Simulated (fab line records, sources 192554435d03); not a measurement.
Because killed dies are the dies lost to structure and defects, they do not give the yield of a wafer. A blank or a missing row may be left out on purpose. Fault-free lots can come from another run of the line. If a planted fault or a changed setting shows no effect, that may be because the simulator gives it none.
fab line records	flow n5_finfet
[record] lots = 7	wafers = 21
route steps=1938 shown SDB@361 HKMG_FIN@386 MOL_CONTACT_COAG@531 BEOL_M0_SAQP@638 BEOL_M0@720 BEOL_M1@754 BEOL_M4@1111
start_h: hours from the record's opening day to when the first of the lot's shown wafers began	wait_h: hours elapsed since this lot's preceding step	" the same as in the row above	L1.1+2: a single row standing in for several wafers	- no value, or no start was given	* or withheld: withheld	< > ~ a bound
route shown NAME@n: names a module that has steps shown in the file, with the first one's number in the route	usual: mean/standard deviation of fault-free wafers	same: alike in all rows	chamber/n: place in a boat	sites: each site's reading	_std_site: standard deviation of those values	_edge_site: outer sites' mean less inner sites'	radius_mm: for every site, how far away it sits from the centre of the wafer	mask NAME#n: copy n	behind: the tool/chamber that last shaped the wafer	hold: the reason the lot was held/the length of the hold in hours/how it ended	device: transistor that didn't switch, given as n, p or np	end of line: at the end of the route, the tests of the same wafers	for a step that has no rows: nothing shown but its recipe	killed: dies that structure and defects cost at the first sort, which is not the same as the wafer's yield	map: a wafer's dies, x killed, . not, _ none there
set.NAME: setting as actually run; set.NAME@STEP: the setting as run at that earlier step	model.NAME: the simulator's own value behind a step, which no gauge read
one table per step and one row per wafer, for lots whose settings were changed on purpose
[[steps]]
[step N5_SDB_ETCH_18]
[recipe] chemistry = N2/H2	target = SOC	target_depth_a = 1000	overetch_a = 200	mask_material = SiARC	temp_c = 40	time_s = 150	ion_energy_ev = 200	pressure_mtorr = 30	source_w = 840	bias_w = 150	n2_flow_sccm = 200	h2_flow_sccm = 200
lot.wafer	tool	chamber	start_h	wait_h	set.time_s	model.SiARC_of_SDB_COAT_04.thk_nm
L081.1	rie_diel-02	1	108.51	0.0	128.3	13.4
L081.2+4	"	3,2	"	"	150	12.8
L083.1	rie_diel-02	0	127.25	0.0	150	12.8
L083.2	"	1	"	"	150	12.6
L083.5	"	3	"	"	169.2	12.2
L084.1+6	rie_diel-02	3	131.61	0.0	150	12.8
L084.5	"	0	"	"	150	12.6
L086.2	rie_diel-02	2	145.47	0.0	150	13
L086.3+4	"	1,3	"	"	150	12.8
L088.1	rie_diel-01	1	153.48	0.0	178.6	11.8
L088.3	"	0	"	"	178.6	11.6
L088.6	"	1	"	"	150	12.8
L091.4+6	rie_diel-01	3,0	172.53	0.1	150	12.8
L091.5	"	1	"	"	162.3	12.4
L093.1+3	rie_diel-01	3,2	185.17	0.0	150	12.8
L093.5	"	0	"	"	150	12.6
[step N5_HKMG_FIN_HK_ALD_01]
[recipe] material = HfO2	target_thk_a = 16	temp_c = withheld	ald_precursor_family = HfCl4	ald_co_reactant = H2O	pulse_time_s = 3	purge_time_s = 3	co_reactant_purge_time_s = 2.5	co_reactant_pulse_time_s = 0.3	ald_cycles = 30
lot.wafer	tool	chamber	start_h	wait_h	set.ald_cycles
L081.1+4	ald_hk-03	2,3	113.86	0.0	34
L081.2	"	0	"	"	30
L083.1+2+5	ald_hk-02	1,2,2	133.14	0.0	30
L084.1+5+6	ald_hk-02	3,2,3	137.36	0.0	30
L086.2+3+4	ald_hk-03	3,0,1	149.83	0.0	30
L088.1	ald_hk-02	0	157.99	0.0	32
L088.3+6	"	3	"	"	30
L091.4+5	ald_hk-02	3,0	176.83	0.0	26
L091.6	"	1	"	"	30
L093.1+5	ald_hk-01	2,0	189.67	0.0	34
L093.3	"	0	"	"	30
[step N5_HKMG_FIN_HK_ANNEAL_02]
[recipe] temp_c = 700	time_s = 30	ambient = N2	idle_temp_c = 600	ramp_up_c_per_s = 150	ramp_down_c_per_s = 60	cool_to_c = 600
[step N5_HKMG_FIN_ALD_74]
[recipe] material = La2O3	target_thk_a = 5	temp_c = 250	ald_precursor_family = La-Cp	ald_co_reactant = O3	pulse_time_s = 6	co_reactant_pulse_time_s = 1	purge_time_s = 3	co_reactant_purge_time_s = 3
[step N5_HKMG_FIN_WET_ETCH_82]
[recipe] chemistry = dHCl	mix = 1:10000	temp_c = 25	target = La2O3	stop_on = HfO2	target_depth_nm = 2	dry = ipa_marangoni	rinse_time_s = 30	rinse_temp_c = 23
[step N5_HKMG_FIN_ALD_36]
[recipe] material = TiN	target_thk_a = 10	temp_c = 400	ald_precursor_family = TiCl4	ald_co_reactant = NH3	pulse_time_s = 1	purge_time_s = 3	co_reactant_purge_time_s = 2	co_reactant_pulse_time_s = 2	ald_cycles = 47	pressure_torr = 3
[step N5_HKMG_FIN_THK_MEAS_70]
[recipe] thk_meas_gauge = xrf	reads = HfO2_of_HKMG_FIN_HK_ALD_01
[usual] HK_THK = 1.584/0.019
lot.wafer	tool	chamber	start_h	wait_h	set.ald_cycles@HKMG_FIN_HK_ALD_01	HK_THK[nm]
L081.1	film_metro-01	-	117.34	0.2	34	1.806
L081.2	"	-	"	"	30	1.580
L081.4	"	-	"	"	34	1.797
L083.1	film_metro-01	-	136.81	0.2	30	1.581
L083.2	"	-	"	"	30	1.577
L083.5	"	-	"	"	30	1.584
L084.1	film_metro-01	-	140.95	0.2	30	1.592
L084.5	"	-	"	"	30	1.574
L084.6	"	-	"	"	30	1.586
L086.2	film_metro-02	-	153.29	0.2	30	1.617
L086.3	"	-	"	"	30	1.563
L086.4	"	-	"	"	30	1.571
L088.1	film_metro-02	-	161.89	0.2	32	1.692
L088.3	"	-	"	"	30	1.605
L088.6	"	-	"	"	30	1.571
L091.4	film_metro-01	-	180.28	0.2	26	1.369
L091.5	"	-	"	"	26	1.372
L091.6	"	-	"	"	30	1.583
L093.1	film_metro-01	-	193.25	0.2	34	1.792
L093.3	"	-	"	"	30	1.588
L093.5	"	-	"	"	34	1.798
[step N5_HKMG_FIN_NWFM_ALD_20]
[recipe] material = TiAlC	target_thk_a = 20	temp_c = 300	ald_precursor_family = TiCl4	ald_co_reactant = TEA	pulse_time_s = 3	purge_time_s = 2	co_reactant_purge_time_s = 2	co_reactant_pulse_time_s = 10	ald_cycles = 7	pressure_torr = 3
lot.wafer	tool	chamber	start_h	wait_h	set.ald_cycles
L081.1+2	ald_metal-03	3,0	121.28	0.3	7
L081.4	"	2	"	"	8
L083.1+2+5	ald_metal-01	0,3,0	139.60	0.3	7
L084.1+5+6	ald_metal-03	0,1,2	143.94	0.3	7
L086.2+3+4	ald_metal-04	0,2,1	156.36	0.3	7
L088.1+3	ald_metal-04	1,2	164.87	0.3	7
L088.6	"	0	"	"	6
L091.4	ald_metal-01	0	183.10	0.1	8
L091.5+6	"	0,3	"	"	7
L093.1	ald_metal-01	2	196.49	0.3	8
L093.3+5	"	3,0	"	"	7
[step N5_MOL_CONTACT_COAG_ETCH_105]
[recipe] chemistry = CF4	target = SiARC	target_depth_a = 156	mask_material = CAR-EUV	time_s = 26	ion_energy_ev = 80	pressure_mtorr = 40	source_w = 545	bias_w = 36	Ar_flow_sccm = 100	cf4_flow_sccm = 100	ends = cleared
[usual] rf_vpp_V = 184.3/1.2
lot.wafer	tool	chamber	start_h	wait_h	set.bias_w	rf_vpp_V
L081.1	rie_diel-02	3	133.57	0.0	29.85	163.6
L081.2	"	2	"	"	36	187.5
L081.4	"	1	"	"	36	183.6
L083.1	rie_diel-02	3	150.46	0.0	36	184.0
L083.2	"	2	"	"	36	184.8
L083.5	"	3	"	"	36	183.4
L084.1	rie_diel-06	2	154.07	0.0	36	185.7
L084.5	"	1	"	"	36	182.8
L084.6	"	0	"	"	36	186.0
L086.2	rie_diel-02	2	166.89	0.0	36	185.5
L086.3	"	1	"	"	34.31	178.8
L086.4	"	3	"	"	36	182.8
L088.1	rie_diel-06	0	175.98	0.0	33.08	175.8
L088.3	"	3	"	"	36	186.5
L088.6	"	1	"	"	33.08	173.5
L091.4	rie_diel-02	2	193.40	0.0	36	184.2
L091.5	"	3	"	"	36	183.4
L091.6	"	0	"	"	36	184.4
L093.1	rie_diel-02	0	206.80	0.0	30.65	165.9
L093.3	"	2	"	"	30.65	169.2
L093.5	"	3	"	"	36	183.4
[step N5_MOL_CONTACT_COAG_CONTACT_ETCH_14]
[recipe] chemistry = C4F6/O2	target = SiO2	target_depth_a = 275	overetch_a = 85	mask_material = SOC	pressure_mtorr = 30	source_w = 370	bias_w = 185	Ar_flow_sccm = 300	C4F6_flow_sccm = 16	O2_flow_sccm = 10	time_s = 20	ion_energy_ev = 259.6
[usual] rf_vpp_V = 694/3.6
lot.wafer	tool	chamber	start_h	wait_h	set.source_w	rf_vpp_V
L081.1	rie_diel-02	3	133.70	0.0	370	691
L081.2	"	2	"	"	370	697
L081.4	"	1	"	"	370	694
L083.1	rie_diel-02	3	150.59	0.0	313.4	729
L083.2	"	2	"	"	370	698
L083.5	"	3	"	"	313.4	728
L084.1	rie_diel-06	2	154.20	0.0	370	700
L084.5	"	1	"	"	370	689
L084.6	"	0	"	"	370	699
L086.2	rie_diel-02	2	167.02	0.0	317	727
L086.3	"	1	"	"	317	722
L086.4	"	3	"	"	370	691
L088.1	rie_diel-06	0	176.11	0.0	426.5	670
L088.3	"	3	"	"	426.5	667
L088.6	"	1	"	"	370	689
L091.4	rie_diel-02	2	193.53	0.0	370	697
L091.5	"	3	"	"	370	689
L091.6	"	0	"	"	370	694
L093.1	rie_diel-02	0	206.93	0.0	402.9	673
L093.3	"	2	"	"	402.9	676
L093.5	"	3	"	"	370	691
[step N5_BEOL_M0_SAQP_PECVD_04]
[recipe] material = a-Si	target_thk_a = 600	temp_c = 350	precursor = SiH4/He	pressure_torr = 3	rf_w = 100	time_s = 60.2
lot.wafer	tool	chamber	start_h	wait_h	set.time_s	model.a-Si_of_BEOL_M0_SAQP_PECVD_04.thk_nm
L081.1	pecvd-01	2	151.49	0.0	60.2	59
L081.2	"	1	"	"	60.2	60
L081.4	"	2	"	"	60.2	60.6
L083.1	pecvd-01	0	166.77	0.0	60.2	59.4
L083.2	"	2	"	"	60.2	59.2
L083.5	"	2	"	"	60.2	60.4
L084.1+5	pecvd-02	0,2	173.40	0.0	60.2	60.4
L084.6	"	1	"	"	60.2	61.4
L086.2	pecvd-02	1	183.51	0.0	60.2	58.8
L086.3	"	2	"	"	63.97	62.8
L086.4	"	0	"	"	63.97	63.8
L088.1	pecvd-02	2	192.27	0.0	60.2	59.8
L088.3	"	1	"	"	57.24	56.4
L088.6	"	2	"	"	60.2	60
L091.4	pecvd-04	2	211.65	0.0	60.2	60.6
L091.5	"	1	"	"	57.83	58.2
L091.6	"	0	"	"	60.2	60.8
L093.1	pecvd-01	2	225.61	0.0	60.2	60.4
L093.3	"	1	"	"	60.2	59.8
L093.5	"	2	"	"	60.2	61
[step N5_BEOL_M0_SAQP_THK_MEAS_05]
[usual] thk_nm = 59.9/0.79
lot.wafer	tool	chamber	start_h	wait_h	set.time_s@BEOL_M0_SAQP_PECVD_04	thk_nm
L081.1	film_metro-02	-	151.59	0.1	60.2	59.1
L081.2	"	-	"	"	60.2	59.9
L081.4	"	-	"	"	60.2	60.6
L083.1	film_metro-02	-	166.87	0.1	60.2	59.5
L083.2	"	-	"	"	60.2	59.3
L083.5	"	-	"	"	60.2	60.3
L084.1	film_metro-02	-	173.50	0.1	60.2	60.4
L084.5	"	-	"	"	60.2	60.5
L084.6	"	-	"	"	60.2	61.4
L086.2	film_metro-01	-	183.60	0.1	60.2	58.8
L086.3	"	-	"	"	63.97	62.9
L086.4	"	-	"	"	63.97	63.8
L088.1	film_metro-01	-	192.37	0.1	60.2	59.8
L088.3	"	-	"	"	57.24	56.4
L088.6	"	-	"	"	60.2	60.1
L091.4	film_metro-01	-	211.71	0.0	60.2	60.8
L091.5	"	-	"	"	57.83	58.1
L091.6	"	-	"	"	60.2	60.9
L093.1	film_metro-02	-	225.70	0.1	60.2	60.3
L093.3	"	-	"	"	60.2	59.9
L093.5	"	-	"	"	60.2	61.0
[step N5_BEOL_M0_SAQP_EXPOSE_11]
[recipe] mask_id = M0_CORE	na = 1.35	source_shape = dipole	sigma_inner = 0.538	sigma_outer = 0.738	polarization = te	target_cd_nm = 42	dose_mj = 55
lot.wafer	tool	chamber	start_h	wait_h	mask	set.dose_mj
L081.1	arfi_scanner-02	0	151.82	-	M0_CORE#0	55
L081.2+4	"	0	"	"	M0_CORE#0	57.24
L083.1+2+5	arfi_scanner-02	0	167.22	-	M0_CORE#0	55
L084.1+5+6	arfi_scanner-03	0	173.85	-	M0_CORE#0	55
L086.2+3	arfi_scanner-01	0	183.84	-	M0_CORE#0	55
L086.4	"	0	"	"	M0_CORE#0	56.78
L088.1+3+6	arfi_scanner-03	0	192.60	-	M0_CORE#0	55
L091.4	arfi_scanner-03	0	211.96	-	M0_CORE#0	59.1
L091.5+6	"	0	"	"	M0_CORE#0	55
L093.1+3+5	arfi_scanner-01	0	225.95	-	M0_CORE#0	55
[step N5_BEOL_M0_SAQP_PEB_12]
[recipe] peb_temp_c = withheld	peb_time_s = 60	resist = CAR-ArF
[step N5_BEOL_M0_SAQP_DEVELOP_13]
[recipe] develop_time_s = 30	developer = TMAH	resist = CAR-ArF	dev_temp_c = 23	rinse_liquid = diw	dry = air_spin
[step N5_BEOL_M0_SAQP_CD_MEAS_14]
[recipe] target_cd_nm = 42.5	landing_energy_ev = 500	detector = se_inlens
[usual] cd_nm = 42.4/0.39
lot.wafer	tool	chamber	start_h	wait_h	set.dose_mj@BEOL_M0_SAQP_EXPOSE_11	cd_nm
L081.1	cd_sem-02	0	151.95	-	55	42.1
L081.2	"	0	"	"	57.24	41.1
L081.4	"	0	"	"	57.24	41.3
L083.1	cd_sem-02	0	167.35	-	55	42.8
L083.2	"	0	"	"	55	43.0
L083.5	"	0	"	"	55	42.4
L084.1	cd_sem-02	0	173.98	-	55	42.6
L084.5	"	0	"	"	55	42.9
L084.6	"	0	"	"	55	42.6
L086.2	cd_sem-01	0	183.96	-	55	42.7
L086.3	"	0	"	"	55	42.2
L086.4	"	0	"	"	56.78	41.3
L088.1	cd_sem-03	0	192.73	-	55	42.8
L088.3	"	0	"	"	55	42.8
L088.6	"	0	"	"	55	42.0
L091.4	cd_sem-02	0	212.07	-	59.1	39.5
L091.5	"	0	"	"	55	43.0
L091.6	"	0	"	"	55	41.6
L093.1	cd_sem-02	0	226.07	-	55	41.8
L093.3	"	0	"	"	55	42.7
L093.5	"	0	"	"	55	42.2
[step N5_BEOL_M0_SAQP_ETCH_84]
[recipe] chemistry = N2/H2	target = SOC	target_depth_a = 1000	overetch_a = 200	mask_material = SiARC	temp_c = 40	time_s = 150	ion_energy_ev = 200	pressure_mtorr = 30	source_w = 840	bias_w = 150	n2_flow_sccm = 200	h2_flow_sccm = 200
[step N5_BEOL_M0_SAQP_STRIP_80]
[recipe] chemistry = N2/H2	temp_c = 40	n2_flow_sccm = 200	h2_flow_sccm = 200	rf_frequency_hz = 6e+07
[step N5_BEOL_M0_SAQP_HM_OPEN_112]
[recipe] chemistry = CHF3/O2	target = SiO2	stop_on = a-Si	target_depth_a = 120	over_etch_frac = 1.25	mask_material = SOC	time_s = 13.5	pressure_mtorr = 30	source_w = 650	bias_w = 170	Ar_flow_sccm = 200	CHF3_flow_sccm = 50	O2_flow_sccm = 5	ion_energy_ev = 200	ends = end_point
lot.wafer	tool	chamber	start_h	wait_h	set.time_s@BEOL_M0_SAQP_PECVD_04	model.a-Si_of_BEOL_M0_SAQP_PECVD_04.thk_nm
L081.1	rie_diel-05	1	152.23	0.0	60.2	59
L081.2	"	0	"	"	60.2	60
L081.4	"	2	"	"	60.2	60.6
L083.1	rie_diel-04	3	167.66	0.0	60.2	59.4
L083.2	"	1	"	"	60.2	59.2
L083.5	"	0	"	"	60.2	60.2
L084.1+5	rie_diel-03	2,0	174.26	0.0	60.2	60.4
L084.6	"	2	"	"	60.2	61.4
L086.2	rie_diel-04	0	184.24	0.0	60.2	58.8
L086.3	"	2	"	"	63.97	62.8
L086.4	"	2	"	"	63.97	63.6
L088.1	rie_diel-04	2	193.16	0.0	60.2	59.6
L088.3	"	1	"	"	57.24	56.4
L088.6	"	2	"	"	60.2	60
L091.4	rie_diel-03	3	212.37	0.0	60.2	60.6
L091.5	"	1	"	"	57.83	58.2
L091.6	"	2	"	"	60.2	60.8
L093.1	rie_diel-05	0	226.58	0.0	60.2	60.4
L093.3	"	3	"	"	60.2	59.8
L093.5	"	2	"	"	60.2	61
[step N5_BEOL_M0_SAQP_STRIP_113]
[recipe] chemistry = CHF3/O2	resist = SiARC	rf_frequency_hz = 6e+07
[step N5_BEOL_M0_SAQP_MANDREL_ETCH_20]
[recipe] target_depth_a = 600	chemistry = HBr/Cl2	target = a-Si	stop_on = SiNx	bt_time_s = 10	mask_material = SOC	over_etch_frac = 0.5	time_s = 30	pressure_mtorr = 10	icp_w = 800	bias_w = 75	HBr_flow_sccm = 150	Cl2_flow_sccm = 80	ends = end_point
lot.wafer	tool	chamber	start_h	wait_h	set.time_s@BEOL_M0_SAQP_PECVD_04	model.etch.depth_nm
L081.1	rie_si-06	1	152.31	0.0	60.2	59.04
L081.2	"	0	"	"	60.2	59.93
L081.4	"	2	"	"	60.2	60.65
L083.1	rie_si-05	3	167.74	0.0	60.2	59.48
L083.2	"	0	"	"	60.2	59.22
L083.5	"	1	"	"	60.2	60.27
L084.1	rie_si-05	0	174.34	0.0	60.2	60.38
L084.5	"	3	"	"	60.2	60.45
L084.6	"	0	"	"	60.2	61.44
L086.2	rie_si-05	1	184.32	0.0	60.2	58.78
L086.3	"	3	"	"	63.97	62.78
L086.4	"	2	"	"	63.97	63.67
L088.1	rie_si-05	1	193.25	0.0	60.2	59.69
L088.3	"	0	"	"	57.24	56.36
L088.6	"	3	"	"	60.2	59.99
L091.4	rie_si-01	0	212.43	0.0	60.2	60.68
L091.5	"	2	"	"	57.83	58.15
L091.6	"	3	"	"	60.2	60.87
L093.1	rie_si-05	0	226.66	0.0	60.2	60.3
L093.3	"	1	"	"	60.2	59.82
L093.5	"	0	"	"	60.2	60.98
[step N5_BEOL_M0_ETCH_128]
[recipe] chemistry = CF4/N2	target_depth_a = 120	overetch_a = 51	target = SiCN	time_s = 21.4	ion_energy_ev = 150	pressure_mtorr = 40	source_w = 430	bias_w = 70	Ar_flow_sccm = 100	cf4_flow_sccm = 60	n2_flow_sccm = 60
[usual] rf_vpp_V = 382.6/2.1
lot.wafer	tool	chamber	start_h	wait_h	set.source_w	rf_vpp_V
L081.1	rie_diel-01	0	161.13	0.0	389.8	393.1
L081.2	"	3	"	"	389.8	393.7
L081.4	"	3	"	"	430	379.6
L083.1	rie_diel-06	1	174.19	0.0	430	382.1
L083.2	"	2	"	"	430	383.6
L083.5	"	3	"	"	430	385.8
L084.1	rie_diel-02	2	184.11	0.0	430	384.6
L084.5	"	2	"	"	430	385.7
L084.6	"	1	"	"	430	381.1
L086.2	rie_diel-02	0	192.68	0.1	430	382.2
L086.3	"	2	"	"	364.6	405.4
L086.4	"	3	"	"	364.6	402.7
L088.1	rie_diel-02	2	204.38	0.0	391	397.1
L088.3	"	0	"	"	391	395.2
L088.6	"	2	"	"	430	384.4
L091.4	rie_diel-01	0	219.73	0.2	430	379.6
L091.5	"	0	"	"	430	378.9
L091.6	"	3	"	"	397.5	390.7
L093.1	rie_diel-01	3	232.53	0.1	430	381.3
L093.3	"	2	"	"	430	381.7
L093.5	"	1	"	"	430	381.3
[step N5_BEOL_M0_ETCH_109]
[recipe] chemistry = CH3F/O2	target_depth_a = 80	overetch_a = 24	target = SiCN	time_s = 27.4	ion_energy_ev = 120	pressure_mtorr = 30	source_w = 395	bias_w = 75	Ar_flow_sccm = 150	CH3F_flow_sccm = 30	O2_flow_sccm = 20
[usual] rf_vpp_V = 297.4/1.9
lot.wafer	tool	chamber	start_h	wait_h	set.bias_w	rf_vpp_V
L081.1	rie_diel-01	3	161.39	0.0	75	296.0
L081.2	"	0	"	"	75	294.9
L081.4	"	0	"	"	75	294.3
L083.1	rie_diel-02	2	174.45	0.0	75	299.5
L083.2	"	0	"	"	75	298.9
L083.5	"	3	"	"	75	296.1
L084.1	rie_diel-06	2	184.37	0.0	75	299.0
L084.5	"	2	"	"	75	300.3
L084.6	"	3	"	"	75	299.8
L086.2	rie_diel-01	1	193.15	0.2	86.17	323.5
L086.3	"	0	"	"	86.17	319.7
L086.4	"	3	"	"	86.17	322.8
L088.1	rie_diel-02	1	204.64	0.0	67.72	279.2
L088.3	"	3	"	"	75	295.1
L088.6	"	1	"	"	67.72	278.9
L091.4	rie_diel-02	2	219.99	0.0	64.38	271.9
L091.5	"	3	"	"	64.38	267.8
L091.6	"	2	"	"	64.38	270.8
L093.1	rie_diel-02	2	232.79	0.0	88.41	331.6
L093.3	"	1	"	"	75	300.3
L093.5	"	1	"	"	88.41	330.5
[step N5_BEOL_M1_HM_DEP_02]
[recipe] material = TiN	target_thk_a = 200	temp_c = 25	chamber_pressure_pa = 0.49996
lot.wafer	tool	chamber	start_h	wait_h	set.target_thk_a	model.TiN_of_BEOL_M1_HM_DEP_02.thk_nm
L081.1+4	pvd_sputter-03	-	166.35	1.4	200	20.2
L081.2	"	-	"	"	200	20
L083.1+2+5	pvd_sputter-03	-	178.72	0.7	200	20.4
L084.1	pvd_sputter-03	-	188.04	0.6	200	20.2
L084.5	"	-	"	"	200	19.8
L084.6	"	-	"	"	200	20
L086.2	pvd_sputter-02	-	195.79	0.0	200	20.2
L086.3	"	-	"	"	193.2	19.4
L086.4	"	-	"	"	200	20
L088.1	pvd_sputter-03	-	209.51	2.0	200	19.8
L088.3+6	"	-	"	"	200	20.2
L091.4	pvd_sputter-01	-	225.39	2.2	211.5	20.8
L091.5	"	-	"	"	211.5	21
L091.6	"	-	"	"	200	19.8
L093.1	pvd_sputter-03	-	236.54	1.1	200	20.4
L093.3	"	-	"	"	213.7	21.4
L093.5	"	-	"	"	213.7	21.6
[step N5_BEOL_M4_RC_MEAS_101]
[usual] VT_N = 249/3.1
lot.wafer	tool	chamber	start_h	wait_h	set.ald_cycles@HKMG_FIN_NWFM_ALD_20	VT_N[mV]
L081.1	prober-01	0	201.14	0.0	7	249
L081.2	"	0	"	"	7	242
L081.4	"	0	"	"	8	233
L083.1	prober-02	0	220.88	0.0	7	247
L083.2	"	0	"	"	7	251
L083.5	"	0	"	"	7	249
L084.1	prober-01	0	221.25	0.0	7	245
L084.5	"	0	"	"	7	253
L084.6	"	0	"	"	7	249
L086.2	prober-01	0	245.64	0.2	7	253
L086.3	"	0	"	"	7	252
L086.4	"	0	"	"	7	256
L088.1	prober-02	0	249.11	0.3	7	249
L088.3	"	0	"	"	7	248
L088.6	"	0	"	"	6	267
L091.4	prober-01	0	269.99	0.5	8	231
L091.5	"	0	"	"	7	252
L091.6	"	0	"	"	7	246
L093.1	prober-01	0	276.70	0.0	8	235
L093.3	"	0	"	"	7	248
L093.5	"	0	"	"	7	254
[[key]]
[split] step = N5_SDB_ETCH_18	setting = time_s	stated = 150	by = wafer
[response] step = N5_SDB_ETCH_18	reading = model.SiARC_of_SDB_COAT_04.thk_nm	change = -0.0489	per = 1%	r = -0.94
[split] step = N5_HKMG_FIN_HK_ALD_01	setting = ald_cycles	stated = 30	by = wafer
[response] step = N5_HKMG_FIN_THK_MEAS_70	reading = HK_THK	change = +0.016	per = 1%	r = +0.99
[split] step = N5_HKMG_FIN_NWFM_ALD_20	setting = ald_cycles	stated = 7	by = wafer
[response] step = N5_BEOL_M4_RC_MEAS_101	reading = VT_N	slope = -1.1	per = 1%	together_with = none	explained = 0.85
[split] step = N5_MOL_CONTACT_COAG_ETCH_105	setting = bias_w	stated = 36	by = wafer
[response] step = N5_MOL_CONTACT_COAG_ETCH_105	reading = rf_vpp_V	change = +1.22	per = 1%	r = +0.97
[split] step = N5_MOL_CONTACT_COAG_CONTACT_ETCH_14	setting = source_w	stated = 370	by = wafer
[response] step = N5_MOL_CONTACT_COAG_CONTACT_ETCH_14	reading = rf_vpp_V	change = -1.87	per = 1%	r = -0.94
[split] step = N5_BEOL_M0_SAQP_PECVD_04	setting = time_s	stated = 60.2	by = wafer
[response] step = N5_BEOL_M0_SAQP_PECVD_04	reading = model.a-Si_of_BEOL_M0_SAQP_PECVD_04.thk_nm	change = +0.7	per = 1%	r = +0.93
[response] step = N5_BEOL_M0_SAQP_THK_MEAS_05	reading = thk_nm	change = *	per = 1%	r = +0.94
[response] step = N5_BEOL_M0_SAQP_HM_OPEN_112	reading = model.a-Si_of_BEOL_M0_SAQP_PECVD_04.thk_nm	change = +0.686	per = 1%	r = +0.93
[response] step = N5_BEOL_M0_SAQP_MANDREL_ETCH_20	reading = model.etch.depth_nm	change = +0.701	per = 1%	r = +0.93
[split] step = N5_BEOL_M0_SAQP_EXPOSE_11	setting = dose_mj	stated = 55	by = wafer
[response] step = N5_BEOL_M0_SAQP_CD_MEAS_14	reading = cd_nm	change = -0.343	per = 1%	r = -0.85
[split] step = N5_BEOL_M0_ETCH_128	setting = source_w	stated = 430	by = wafer
[response] step = N5_BEOL_M0_ETCH_128	reading = rf_vpp_V	change = -1.43	per = 1%	r = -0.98
[split] step = N5_BEOL_M0_ETCH_109	setting = bias_w	stated = 75	by = wafer
[response] step = N5_BEOL_M0_ETCH_109	reading = rf_vpp_V	change = +1.71	per = 1%	r = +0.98
[split] step = N5_BEOL_M1_HM_DEP_02	setting = target_thk_a	stated = 200	by = wafer
[response] step = N5_BEOL_M1_HM_DEP_02	reading = model.TiN_of_BEOL_M1_HM_DEP_02.thk_nm	change = +0.177	per = 1%	r = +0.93
